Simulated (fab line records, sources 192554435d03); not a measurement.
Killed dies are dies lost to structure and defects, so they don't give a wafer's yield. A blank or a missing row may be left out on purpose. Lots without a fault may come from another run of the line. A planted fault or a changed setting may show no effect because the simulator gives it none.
fab line records | flow n5_finfet
record lots=6 wafers=18 last_day=18
route steps=1938 shown SD_ACTIVATION@331 ILD0@335 BEOL_M4@1111
lots that met no fault: from a run of the same line without faults
start_h: hours from the record's first day to the start of the lot's first wafer shown | wait_h: hours since the lot's step before | " the same as in the row above | L1.1+2: a row that stands for several wafers | - no value, or no start given | * or withheld: withheld | < > ~ a bound
route shown NAME@n: a module of which the file shows steps, and the number in the route of the first | usual: mean/standard deviation of fault-free wafers | same: alike in all rows | chamber/n: place in a boat | sites: the reading at each site | _std_site: their standard deviation | _edge_site: outer sites' mean less inner sites' | radius_mm: how far each site lies from the wafer's centre | mask NAME#n: copy n | behind: the tool/chamber that last shaped the wafer | hold: why the lot was held/for how many hours/how that ended | device: the transistor (n, p or np) that didn't switch | end of line: the same wafers' tests at the end of the route | a step without rows: its recipe alone | killed: dies lost to structure and defects at the first sort, not the wafer's yield | map: a wafer's dies, x killed, . not, _ none there
set.NAME: the setting as run; set.NAME@STEP: as run at that earlier step | model.NAME: the simulator's own value behind a step, which no gauge read
lots at some steps of the route; a table a step, a row a wafer
services: from which hour (start_h, from the record's first day; less than 0 if before it) a tool's chamber was out of use, for how many hours, and why
## steps
# step N5_SD_ACTIVATION_LSA_01
# recipe temp_c=1080 time_s=0.0008 ambient=N2
# usual wafer_temp_C_max=1086.4/1.4
# columns lot.wafer tool chamber start_h wait_h wafer_temp_C_max
L989.1 laser_anneal-02 0 62.43 0.2 1088.7
L989.3 " 0 " " 1088.2
L989.5 " 0 " " 1088.3
L995.1 laser_anneal-02 0 99.92 0.2 1087.7
L995.4 " 0 " " 1084.6
L995.6 " 0 " " 1086.8
L999.2 laser_anneal-02 0 128.73 0.2 1086.6
L999.3 " 0 " " 1091.4
L999.6 " 0 " " 1089.6
L100.2 laser_anneal-02 0 134.90 0.2 1087.5
L100.5 " 0 " " 1085.7
L100.6 " 0 " " 1086.3
L103.1 laser_anneal-01 0 149.53 0.2 1086.6
L103.5 " 0 " " 1085.6
L103.6 " 0 " " 1086.0
L109.1 laser_anneal-02 0 183.83 0.2 1085.3
L109.3 " 0 " " 1089.0
L109.4 " 0 " " 1085.6
# step N5_SD_ACTIVATION_RS_MEAS_03
# recipe thk_meas_gauge=four-point-probe
# usual RS_SD_N=21.92/0.29 RS_SD_P=55.9/0.8
# columns lot.wafer tool chamber start_h wait_h RS_SD_N[ohm/sq] RS_SD_P[ohm/sq]
L989.1 film_metro-01 - 62.65 0.2 21.61 55.9
L989.3 " - " " 21.91 55.8
L989.5 " - " " 22.03 55.7
L995.1 film_metro-01 - 100.12 0.2 21.84 56.1
L995.4 " - " " 22.18 57.1
L995.6 " - " " 21.97 56.7
L999.2 film_metro-02 - 128.92 0.2 21.89 55.4
L999.3 " - " " 22.14 55.6
L999.6 " - " " 21.86 55.8
L100.2 film_metro-02 - 135.10 0.2 21.71 53.8
L100.5 " - " " 21.91 54.5
L100.6 " - " " 21.80 54.7
L103.1 film_metro-02 - 149.74 0.2 21.59 57.1
L103.5 " - " " 21.49 57.5
L103.6 " - " " 21.77 57.0
L109.1 film_metro-01 - 184.04 0.2 21.84 55.3
L109.3 " - " " 22.13 55.5
L109.4 " - " " 21.94 55.3
# step N5_SD_ACTIVATION_INSPECT_02
# recipe inspect_instrument=darkfield mode=post_anneal
# usual raw_defect_count=171/40
# columns lot.wafer tool chamber start_h wait_h raw_defect_count
L989.1 defect_inspect-01 - 62.97 0.2 191
L989.3 " - " " 174
L989.5 " - " " 166
L995.1 defect_inspect-01 - 100.44 0.2 104
L995.4 " - " " 137
L995.6 " - " " 141
L999.2 defect_inspect-01 - 129.22 0.1 160
L999.3 " - " " 155
L999.6 " - " " 161
L100.2 defect_inspect-01 - 135.40 0.1 182
L100.5 " - " " 168
L100.6 " - " " 111
L103.1 defect_inspect-01 - 150.06 0.2 117
L103.5 " - " " 122
L103.6 " - " " 195
L109.1 defect_inspect-02 - 184.36 0.2 148
L109.3 " - " " 163
L109.4 " - " " 171
# step N5_ILD0_LINER_00
# recipe material=SiNx target_thk_a=40 temp_c=400 ald_precursor_family=SiH2I2 ald_co_reactant=N2/H2-plasma pulse_time_s=1 purge_time_s=2 co_reactant_purge_time_s=2 ald_cycles=80 pressure_torr=2
# usual chamber_pressure_Torr=2.001/0.0049 heater_power_w=849/75 precursor_pulse_height_rel=0.998/0.02
# same co_reactant_purge_time_s=2
# columns lot.wafer tool chamber start_h wait_h chamber_pressure_Torr heater_power_w precursor_pulse_height_rel
L989.1 ald_sin-02 1 63.01 0.0 1.995 785 0.977
L989.3 " 0 " " 1.993 828 0.980
L989.5 " 1 " " 2.001 782 0.970
L995.1 ald_sin-03 0 100.64 0.2 2.002 865 1.001
L995.4 " 1 " " 1.998 880 1.024
L995.6 " 1 " " 1.998 874 1.010
L999.2 ald_sin-01 1 129.26 0.0 2.001 1002 1.032
L999.3 " 2 " " 2.008 822 0.995
L999.6 " 2 " " 1.996 797 0.984
L100.2 ald_sin-02 2 135.43 0.0 2.003 941 0.981
L100.5 " 1 " " 2.000 770 1.023
L100.6 " 2 " " 1.994 966 1.016
L103.1 ald_sin-01 3 150.09 0.0 2.004 943 1.031
L103.5 " 1 " " 1.994 986 0.994
L103.6 " 0 " " 2.000 830 0.997
L109.1 ald_sin-03 0 184.71 0.4 2.009 881 1.027
L109.3 " 1 " " 2.004 856 1.011
L109.4 " 1 " " 2.006 882 1.003
# step N5_ILD0_FCVD_FILL_01
# recipe material=SiO2_flowable target_thk_a=2000 temp_c=100 pressure_torr=0.8 rf_w=2000 time_s=328.3
# step N5_ILD0_CURE_02
# recipe temp_c=450 time_s=1800 ambient=steam idle_temp_c=400 ramp_up_c_per_min=5 ramp_down_c_per_min=3 densification_p_h2o_torr=640
# step N5_ILD0_CMP_03
# recipe stop_on=SiNx t_overpolish_s=1.9 post_cmp_clean=alkaline_brush down_force_psi=4.1491 platen_rpm=51.796 pad_velocity_m_s=1.0306 target_thk_nm=197.38
# usual motor_current_A=12.4/0.83 overpolish_run_s=1.900/0.0086 time_to_endpoint_s=71.8/3
# same t_overpolish_s=1.9
# columns lot.wafer tool chamber start_h wait_h motor_current_A overpolish_run_s time_to_endpoint_s
L989.1 cmp-02 1 65.37 0.0 11.8 1.913 73.1
L989.3 " 3 " " 12.5 1.912 71.7
L989.5 " 2 " " 12.4 1.901 70.8
L995.1 cmp-03 2 103.06 0.1 14.4 1.904 75.1
L995.4 " 0 " " 11.8 1.903 74.2
L995.6 " 2 " " 13.5 1.914 76.3
L999.3 cmp-01 3 131.66 0.1 14.0 1.908 70.6
L999.2 " 1 " " 12.9 1.895 68.9
L999.6 " 2 " " 11.5 1.892 74.1
L100.2 cmp-02 0 137.85 0.1 12.6 1.895 68.1
L100.5 " 3 " " 12.7 1.911 72.5
L100.6 " 0 " " 12.5 1.907 69.0
L103.1 cmp-02 1 152.46 0.0 11.5 1.896 70.9
L103.5 " 1 " " 11.4 1.893 70.7
L103.6 " 2 " " 12.4 1.892 65.7
L109.4 cmp-02 1 187.09 0.0 11.6 1.903 69.2
L109.1 " 2 " " 12.4 1.899 67.7
L109.3 " 3 " " 12.4 1.867 66.8
# step N5_ILD0_THK_MEAS_04
# usual thk_nm=197.5/0.96
# columns lot.wafer tool chamber start_h wait_h thk_nm
L989.1 film_metro-01 - 65.67 - 198.4
L989.3 " - " " 197.8
L989.5 " - " " 198.2
L995.1 film_metro-01 - 103.31 - 198.3
L995.4 " - " " 197.7
L995.6 " - " " 198.7
L999.2 film_metro-01 - 131.92 - 197.1
L999.3 " - " " 197.2
L999.6 " - " " 197.5
L100.2 film_metro-02 - 138.11 - 198.3
L100.5 " - " " 196.8
L100.6 " - " " 197.1
L103.1 film_metro-02 - 152.75 - 196.7
L103.5 " - " " 197.1
L103.6 " - " " 196.7
L109.1 film_metro-02 - 187.38 - 198.0
L109.3 " - " " 198.4
L109.4 " - " " 198.7
# step N5_ILD0_CMP_07
# recipe stop_on=poly-Si material=SiO2_flowable t_overpolish_s=1.18 post_cmp_clean=alkaline_brush down_force_psi=4.1491 platen_rpm=51.796 pad_velocity_m_s=1.0306 target_thk_nm=138.88
# usual motor_current_A=12.4/0.94
# same t_overpolish_s=1.18
# columns lot.wafer tool chamber start_h wait_h motor_current_A
L989.1 cmp-02 1 65.70 0.0 12.2
L989.3 " 2 " " 12.0
L989.5 " 1 " " 11.8
L995.4 cmp-03 2 103.34 0.0 14.2
L995.1 " 3 " " 11.7
L995.6 " 2 " " 13.7
L999.2 cmp-03 1 131.95 0.0 11.5
L999.3 " 0 " " 12.5
L999.6 " 2 " " 13.3
L100.2 cmp-01 0 138.25 0.1 12.6
L100.6 " 1 " " 13.1
L100.5 " 2 " " 11.4
L103.1 cmp-01 0 152.85 0.1 11.7
L103.6 " 0 " " 13.2
L103.5 " 1 " " 13.8
L109.4 cmp-01 1 187.45 0.1 13.8
L109.3 " 2 " " 11.8
L109.1 " 3 " " 13.2
# step N5_ILD0_THK_MEAS_08
# usual thk_nm=139.2/0.9
# columns lot.wafer tool chamber start_h wait_h thk_nm
L989.1 film_metro-02 - 65.99 - 139.6
L989.3 " - " " 139.2
L989.5 " - " " 139.8
L995.1 film_metro-01 - 103.64 - 139.7
L995.4 " - " " 138.0
L995.6 " - " " 139.3
L999.2 film_metro-01 - 132.25 - 139.3
L999.3 " - " " 139.7
L999.6 " - " " 139.7
L100.2 film_metro-02 - 138.43 - 140.0
L100.5 " - " " 139.5
L100.6 " - " " 140.3
L103.1 film_metro-01 - 153.14 - 140.8
L103.5 " - " " 139.8
L103.6 " - " " 140.1
L109.1 film_metro-02 - 187.71 - 138.8
L109.3 " - " " 138.3
L109.4 " - " " 137.8
# step N5_ILD0_PRECLEAN_10
# recipe chemistry=NF3:NH3 afs_cycles=5 time_s=20 temp_c=30 sublimation_temp_c=180 sublimation_time_s=60 pressure_torr=3 rf_power_w=30
# step N5_ILD0_ALD_15
# recipe material=SiNx target_thk_a=240 temp_c=400 ald_precursor_family=SiH2I2 ald_co_reactant=N2/H2-plasma pulse_time_s=1 ald_cycles=480 purge_time_s=2 co_reactant_purge_time_s=2 pressure_torr=2
# usual ald_cycles=480/0 chamber_pressure_Torr=2.000/0.0042 heater_power_w=863/77 precursor_pulse_height_rel=1.002/0.019
# same co_reactant_purge_time_s=2
# columns lot.wafer tool chamber start_h wait_h ald_cycles chamber_pressure_Torr heater_power_w precursor_pulse_height_rel model.SiNx_of_ILD0_ALD_15.thk_nm
L989.1 ald_sin-01 1 66.73 0.6 480 2.000 1001 0.969 24
L989.3 " 3 " " 480 1.998 955 0.989 24.2
L989.5 " 3 67.81 1.2 480 1.992 963 1.009 24
L995.1 ald_sin-03 3 104.35 0.6 480 1.988 917 1.012 24
L995.4 " 1 " " 480 2.009 880 0.985 24
L995.6 " 0 105.44 1.1 480 2.000 872 0.992 24.2
L999.2 ald_sin-01 2 132.97 0.5 480 2.000 838 1.032 24
L999.3 " 0 " " 618 2.003 835 1.006 31
L999.6 " 1 134.05 1.1 618 2.004 986 1.024 31
L100.2 ald_sin-01 0 139.44 0.7 480 2.005 820 0.982 24
L100.5 " 2 140.52 1.5 480 2.006 817 0.978 24
L100.6 " 3 " " 618 1.996 974 0.993 31
L103.1 ald_sin-02 2 153.86 0.6 480 2.003 955 0.977 23.8
L103.5 " 3 154.95 1.2 480 2.002 761 1.015 24
L103.6 " 0 " " 480 1.997 815 1.038 24
L109.1 ald_sin-03 3 190.48 2.6 480 1.997 903 1.011 24
L109.3 " 1 " " 480 2.003 851 0.995 24
L109.4 " 1 191.56 3.2 480 1.999 886 1.001 23.8
# step N5_ILD0_CMP_12
# recipe stop_on=poly-Si material=SiNx t_overpolish_s=6 post_cmp_clean=alkaline_brush down_force_psi=2.5 platen_rpm=51.8 pad_velocity_m_s=1.0307 target_thk_nm=17.67
# usual motor_current_A=9.1/0.66 time_to_endpoint_s=30.3/2
# columns lot.wafer tool chamber start_h wait_h motor_current_A time_to_endpoint_s
L989.1 cmp-01 3 68.97 1.2 10.3 30.3
L989.3 " 0 " " 9.0 32.4
L989.5 " 3 " " 10.1 33.4
L995.1 cmp-03 3 106.63 1.2 8.9 31.8
L995.4 " 0 " " 9.2 27.9
L995.6 " 1 " " 7.4 27.6
L999.3 cmp-02 1 135.24 1.2 8.9 38.3
L999.2 " 2 " " 8.4 29.7
L999.6 " 3 " " 9.2 37.2
L100.2 cmp-01 1 141.64 1.1 9.8 29.3
L100.5 " 1 " " 10.2 31.0
L100.6 " 2 " " 8.7 40.3
L103.1 cmp-03 0 156.18 1.2 8.9 28.9
L103.6 " 1 " " 8.2 30.0
L103.5 " 2 " " 10.0 29.3
L109.4 cmp-01 2 192.72 0.1 8.8 32.2
L109.1 " 3 " " 9.8 31.9
L109.3 " 0 " " 9.4 32.4
# step N5_ILD0_THK_MEAS_13
# usual thk_nm=18.2/0.98
# columns lot.wafer tool chamber start_h wait_h thk_nm
L989.1 film_metro-02 - 69.22 - 17.9
L989.3 " - " " 19.3
L989.5 " - " " 19.0
L995.1 film_metro-01 - 106.85 - 17.5
L995.4 " - " " 17.5
L995.6 " - " " 18.3
L999.2 film_metro-02 - 135.46 - 16.2
L999.3 " - " " 17.9
L999.6 " - " " 17.2
L100.2 film_metro-01 - 141.93 - 18.9
L100.5 " - " " 18.4
L100.6 " - " " 18.8
L103.1 film_metro-02 - 156.36 - 18.4
L103.5 " - " " 19.0
L103.6 " - " " 19.1
L109.1 film_metro-02 - 192.97 - 18.4
L109.3 " - " " 18.8
L109.4 " - " " 18.8
# step N5_BEOL_M4_RC_MEAS_101
# usual DIBL_N=36.4/1.4 DIBL_P=36.4/1.5 IOFF_N=0.156/0.022 IOFF_P=0.210/0.023 ION_N=675/9.1 ION_P=463/5.7 SS_N=71.6/0.45 SS_P=73.3/0.56 VT_N=250/3.1 VT_P=-250.3/2.3
# columns lot.wafer tool chamber start_h wait_h DIBL_N[mV/V] DIBL_P[mV/V] IOFF_N[nA/um] IOFF_P[nA/um] ION_N[uA/um] ION_P[uA/um] SS_N[mV/dec] SS_P[mV/dec] VT_N[mV] VT_P[mV]
L989.1 prober-01 0 202.15 0.0 34.8 36.3 0.141 0.185 678 460 71.9 72.6 253 -254.2
L989.3 " 0 " " 35.2 37.2 0.153 0.196 680 467 71.5 73.3 251 -251.4
L989.5 " 0 " " 35.5 36.8 0.151 0.196 666 458 72.1 73.1 250 -254.6
L995.1 prober-02 0 234.37 0.0 37.4 37.3 0.156 0.211 669 464 72.4 73.7 249 -252.6
L995.4 " 0 " " 38.2 37.2 0.164 0.203 678 456 72.1 73.3 251 -254.0
L995.6 " 0 " " 37.3 37.2 0.151 0.194 664 451 71.3 73.2 251 -254.2
L100.2 prober-01 0 257.46 0.2 34.8 34.8 0.123 0.179 656 450 71.4 73.2 256 -254.4
L100.5 " 0 " " 36.0 36.2 0.136 0.194 660 464 71.5 74.0 255 -252.4
L100.6 " 0 " " 37.7 37.9 0.170 0.232 671 461 72.1 73.5 252 -250.2
L999.2 prober-02 0 264.84 0.2 35.3 36.3 0.129 0.206 658 463 71.5 73.3 256 -250.7
L999.3 " 0 " " 36.1 36.3 0.136 0.203 671 461 72.2 73.5 254 -250.2
L999.6 " 0 " " 36.7 37.7 0.145 0.223 664 461 71.9 73.4 253 -249.0
L103.1 prober-01 0 280.13 0.0 36.7 35.5 0.161 0.218 686 464 71.5 72.3 249 -247.8
L103.5 " 0 " " 37.9 36.2 0.184 0.224 684 465 71.9 72.6 247 -251.5
L103.6 " 0 " " 37.6 36.7 0.178 0.236 695 468 71.3 73.4 246 -247.0
L109.1 prober-01 0 317.48 0.0 39.6 39.2 0.214 0.253 692 468 72.1 74.1 246 -248.8
L109.3 " 0 " " 38.3 38.4 0.193 0.231 689 468 71.8 73.4 247 -248.4
L109.4 " 0 " " 37.3 36.2 0.175 0.206 678 461 71.2 73.4 248 -250.1
## services
# columns tool chamber start_h hours kind
cmp-01 - 46.93 4.0 pm
cmp-02 - 49.44 0.5 repair
cmp-03 - 59.51 0.5 repair
laser_anneal-02 - 69.77 2.8 pm
ald_sin-01 2 75.89 7.2 repair
ald_sin-02 2 82.74 2.1 repair
cmp-01 - 93.90 1.4 repair
cmp-02 - 100.79 5.0 pm
ald_sin-01 3 111.50 1.7 repair
ald_sin-01 3 118.03 6.7 repair
cmp-02 - 124.05 1.7 repair
cmp-03 - 134.35 1.1 repair
laser_anneal-02 - 144.08 14.0 pm
cmp-02 - 152.69 6.7 pm
ald_sin-03 2 156.64 36.8 repair
cmp-02 - 161.78 1.0 repair
cmp-03 - 164.44 0.8 repair
laser_anneal-02 - 168.41 9.3 repair
ald_sin-01 - 177.36 14.0 pm
cmp-03 - 177.97 0.9 repair
cmp-02 - 178.59 2.0 repair
cmp-02 - 187.59 1.3 repair
ald_sin-01 - 191.36 6.1 pm
cmp-03 - 191.59 4.0 pm
## key
first_sign step=N5_ILD0_ALD_15 reading=ald_cycles direction=up sigmas=99+ usual=* struck=*
effect step=N5_ILD0_CMP_12 reading=time_to_endpoint_s direction=up sigmas=4.1 usual=* struck=*
model_effect step=N5_ILD0_ALD_15 value=SiNx_of_ILD0_ALD_15.thk_nm without=24.07 struck=31
met_at N5_ILD0_ALD_15
struck_wafers L999.3,L999.6,L100.6
onset_between 66.73 132.97
fault kind=process_parameter_drift tool=ald_sin-01 chamber=- onset_h=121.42 steps=N5_ILD0_ALD_15 channel=ald_cycles offset=* shape=step end_h=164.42 scope=struck_wafers_only acts_in=* stated=*
